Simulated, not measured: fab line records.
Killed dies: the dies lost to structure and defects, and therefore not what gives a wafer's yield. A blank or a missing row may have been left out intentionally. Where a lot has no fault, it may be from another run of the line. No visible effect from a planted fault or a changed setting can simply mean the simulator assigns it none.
Comparing a struck lot with a sound one + flow n5_finfet + 14 out of 1938 route steps
Sound: these wafers, L677.2, L677.5, L677.6. The struck wafers were L676.1, L676.2, L676.5. At the end, the cause is stated.
Each step with rows lists, per side, the tool, then ch with its chambers, then its first start. Under that, the readings that differ: sound wafers + struck wafers + difference of the means + sigmas: that difference in standard deviations of wafers without a fault.
alike: words and numbers the same on both sides, and readings whose means are apart by under 2 such deviations; not compared: readings that were withheld, readings missing a value for some wafer, numbers with overlapping values and no deviation given by the record, and bounds like >300 which may hide the same value.
A row with sigmas, a row that says differs or no value, or rows on one side alone: a step with any of these is where the two part. Non-overlapping numbers with no deviation appear without sigmas and do not part them. Lack of a reading on every wafer of one side parts them only where that side has two or more wafers.

first, 2 steps without rows for these wafers: N5_HKMG_FIN_WET_ETCH_81 (etches TiN in SC1, stops on HfO2, time 57 s, target depth 6 nm); N5_HKMG_FIN_WET_ETCH_82 (etches La2O3 in dHCl, stops on HfO2, target depth 2 nm, rinse time 30 s).
N5_HKMG_FIN_ALD_36: deposits TiN, target thk 1 nm, pulse time 1 s, purge time 3 s.
  sound on ald_metal-02 ch 2,3, day 8 11:43; struck on ald_metal-02 ch 0,3, day 8 04:02
  alike: heater_power_w, precursor_pulse_height_rel
N5_HKMG_FIN_THK_MEAS_70: measures by xrf.
  sound on film_metro-01, day 8 11:59; struck on film_metro-02, day 8 04:20
  alike: HK_THK
N5_HKMG_FIN_PWFM_ALD_03: deposits TiN, target thk 2 nm, pulse time 1 s, purge time 3 s.
  sound on ald_metal-03 ch 0,2,3, day 8 12:02; struck on ald_metal-03 ch 0,3, day 8 04:22
  alike: heater_power_w, precursor_pulse_height_rel
then, 7 steps without rows for these wafers: N5_HKMG_FIN_COAT_29 (time 60 s, resist thk 300 nm); N5_HKMG_FIN_COAT_30 (time 60 s, resist thk 35 nm); N5_HKMG_FIN_COAT_06 (resist thk 90 nm); N5_HKMG_FIN_EBR_08; N5_HKMG_FIN_SOFTBAKE_07 (time 60 s); N5_HKMG_FIN_EXPOSE_09 (exposes mask NWFM); N5_HKMG_FIN_PEB_10 (peb time 60 s).
N5_HKMG_FIN_DEVELOP_11: develop time 30 s.
  sound on litho_track-03 ch 0, day 8 12:49; struck on litho_track-03, day 8 05:01
  no value came back on the struck wafers for chill_plate_temp_C (C), develop_time_s (s); on the sound wafers chill_plate_temp_C (C) reads 22.85 23.06 23.11
| reading                                       | sound      | struck     | difference | sigmas |
|-----------------------------------------------|------------|------------|------------|--------|
| model.CAR-ArF_of_HKMG_FIN_COAT_06.thk_nm (nm) | 88 88 87.8 | 90 89.8 90 | +2         |        |
N5_HKMG_FIN_CD_MEAS_12: the cd target is 92.8 nm.
  sound on cd_sem-03 ch 0, day 8 12:52; struck on cd_sem-02 ch 0, day 8 05:05
| reading    | sound          | struck | difference                    | sigmas |
|------------|----------------|--------|-------------------------------|--------|
| cd_nm (nm) | 93.9 93.2 92.9 | - - -  | no value on the struck wafers |        |

## WHERE THEY PART
First at N5_HKMG_FIN_DEVELOP_11; last, within this record, at N5_HKMG_FIN_CD_MEAS_12.

WHY: what had been put in by the simulator
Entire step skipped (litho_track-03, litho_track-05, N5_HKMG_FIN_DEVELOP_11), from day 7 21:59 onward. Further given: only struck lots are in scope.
